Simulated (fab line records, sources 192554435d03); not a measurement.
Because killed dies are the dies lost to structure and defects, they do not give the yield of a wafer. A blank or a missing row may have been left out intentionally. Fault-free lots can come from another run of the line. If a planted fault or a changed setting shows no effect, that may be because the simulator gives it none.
Chamber matching    flow n5 finfet    rie diel-06 running N5_BEOL_M8_STRIP_19: 4 sister chambers
The step strips in O2. 4 wafers are shown with their chamber, then 9 later ones without.

== EACH WAFER AND ITS CHAMBER ==
wafer   chamber  showerhead plenum p Torr (Torr)
L076.2  1        2.22
L091.2  3        2.04
L091.3  2        2.05
L091.6  0        2.01

== WAFERS WITH NO CHAMBER GIVEN ==
wafer   showerhead plenum p Torr (Torr)
L090.1  2.05
L090.2  2.20
L090.5  2.04
L092.1  2.05
L092.3  2.20
L092.4  2.01
L097.1  2.04
L097.4  2.04
L097.6  2.20

== CHAMBER TAKEN BY EACH ==
wafer   from the rows above      in truth
L090.1  can't be placed: 2 or 3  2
L090.2  1                        1
L090.5  can't be placed: 3 or 2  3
L092.1  can't be placed: 2 or 3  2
L092.3  1                        1
L092.4  0                        0
L097.1  can't be placed: 3 or 2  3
L097.4  can't be placed: 3 or 2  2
L097.6  1                        1
4 of 9 placed correctly. These rows do not allow placing 5 (true chamber among the candidates in 5). Number placed wrongly: 0.
How it was worked out, from the rows above alone: a wafer's distance from a chamber is the root of the sum, over the readings, of the square of ((its reading less the chamber's mean) divided by the reading's scatter). The wafer belongs to the nearest chamber; if the next one is less than 2 further off, it can't be placed. The mean given for a chamber averages the wafers shown for that chamber. The scatter: with one shown wafer a chamber, the root of the mean of the squares of how far each hidden wafer lies from its nearest shown one.
